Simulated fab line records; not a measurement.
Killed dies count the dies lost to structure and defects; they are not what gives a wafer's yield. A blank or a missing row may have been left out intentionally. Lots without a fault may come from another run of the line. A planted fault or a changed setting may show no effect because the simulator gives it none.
A struck lot beside a sound one    flow nand-harc    14 out of 1302 route steps
Sound: these wafers, L319.1, L319.4, L319.6. Struck: wafers L337.1, L337.4, L337.6. The cause comes at the end.
Order at every step that has rows: each side's tool, ch and its chambers, its first start. Under that, the readings that differ: sound wafers    struck wafers    difference of the means    sigmas: that difference in standard deviations of wafers without a fault.
alike: readings whose means differ by less than 2 such deviations, and words and numbers that are the same on both sides. not compared: withheld readings, readings that some wafer has no value for, bounds like >300 that may hide the same value, and numbers for which the record gives no deviation and whose values overlap.
The two part at a step that has a row with sigmas, a row that says differs or no value, or rows on one side only. Numbers that have no deviation but don't overlap get no sigmas and don't part them. A reading missing from all wafers of one side parts the sides only when that side holds two or more wafers.

NHARC_P_M0_CMP_23: polishes, t overpolish 20 s, target thk 117.54 nm.
  sound on cmp-03 ch 1,2,3, day 7 07:28; struck on cmp-04 ch 0,1,3, day 14 08:16
  alike: motor-current-A, time-to-endpoint-s
  not compared: pad-life-wafers
NHARC_P_M0_THK_MEAS_24: measures by xrf.
  sound on film-metro-01 at day 7 07:47; struck on film-metro-01 at day 14 08:32
  alike: thk-nm
then, 1 step without rows for these wafers: NHARC_P_M0_SRD_25.
NHARC_P_M0_INSPECT_27:
  sound on defect-inspect-01 at day 7 07:57; struck on defect-inspect-01 at day 14 08:42
  alike: raw-defect-count
NHARC_P_M0_PRE_CLEAN_31: time 12 s.
  sound on pecvd-04 ch 0,1, day 7 08:02; struck on pecvd-04 ch 0,1,2, day 14 08:46
  alike: heater-power-w, susceptor-temp-C
NHARC_P_M0_DEP_32: deposits SiCN, target thk 30 nm.
  sound on pecvd-04 ch 0,1, day 7 08:11; struck on pecvd-04 ch 0,1,2, day 14 08:50
  alike: heater-power-w, susceptor-temp-C
then, 5 steps without rows for these wafers: NHARC_P_M1_DEP_00 (deposits SiOC, target thk 182.5 nm); NHARC_P_M1_DEHYDRATE_01 (time 120 s); NHARC_P_M1_HMDS_02 (time 30 s); NHARC_P_M1_COAT_34 (time 65 s); NHARC_P_M1_COAT_03 (resist thk 90 nm).
NHARC_P_M1_SOFTBAKE_04: time 55 s.
  sound on litho-track-04 ch 0, day 7 08:00; struck on litho-track-04 ch 0, day 14 09:00
reading                   sound                 struck                difference  sigmas
heater-power-total-W (W)  188.33 188.62 188.46  183.19 183.29 183.14  -5.26       -38
  alike: resist-line-temp-C
then, 1 step without rows for these wafers: NHARC_P_M1_EBR_05.
-- break in the record here, with 19 days between the starts of the struck wafers on either side (left off in module P_M1, picked up again in module END, where the first step shown is number 1302 on the route) --
NHARC_END_SORT_01:
  here the record holds rows for the struck wafers (prober-01 ch 0, day 33 01:35) but none for the sound ones

## WHERE THEY PART
At NHARC_P_M1_SOFTBAKE_04 first; at NHARC_END_SORT_01 last (within this record only).

WHY: what the simulator had put in
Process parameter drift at NHARC_P_M1_SOFTBAKE_04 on litho-track-04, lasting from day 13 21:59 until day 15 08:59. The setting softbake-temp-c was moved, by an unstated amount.
